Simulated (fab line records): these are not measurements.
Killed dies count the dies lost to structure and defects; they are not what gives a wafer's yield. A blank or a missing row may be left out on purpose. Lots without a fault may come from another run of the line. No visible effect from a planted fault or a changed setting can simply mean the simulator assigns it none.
Matching of chambers -- flow n5Finfet -- 3 sister chambers for N5_FIN_SAQP_HM_DEP_72 on pecvd-02
The step deposits SiO2 from SiH4/N2O, target thk 12 nm, time 7.2 s. 6 wafers are shown with their chamber, then 7 later ones without.

== WAFERS WITH THEIR CHAMBER ==
wafer,chamber,showerheadPlenumPTorr (Torr),showerheadVppV (V)
L078.2,1,8.22,1030
L080.1,1,8.21,1035
L080.3,0,8.18,998
L080.5,2,8.08,1106
L084.3,2,8.07,1104
L084.4,0,8.18,997

== WAFERS WHOSE CHAMBER IS MISSING ==
wafer,showerheadPlenumPTorr (Torr),showerheadVppV (V)
L084.6,8.21,1027
L086.1,8.22,1042
L086.3,8.07,1114
L086.6,8.08,1092
L095.2,8.21,1023
L095.5,8.21,1028
L095.6,8.08,1096

== WHICH CHAMBER EACH ONE RAN IN ==
wafer,from the rows above,in truth
L084.6,1,1
L086.1,1,1
L086.3,2,2
L086.6,2,2
L095.2,1,1
L095.5,1,1
L095.6,2,2
7 of 7 placed correctly. Number that these rows cannot place: 0. Wrongly placed: 0.
How it was worked out, from the rows above alone: a wafer's distance from a chamber is the root of the sum, over the readings, of the square of ((its reading less the chamber's mean) divided by the reading's scatter). If the next closest chamber is less than 2 further off than the closest, the wafer can't be placed; otherwise it belongs to the closest. The mean given for a chamber averages the wafers shown for that chamber. The scatter: the root of (the sum of the squares of (reading less its chamber's mean) over the shown wafers, divided by (wafers less chambers)).
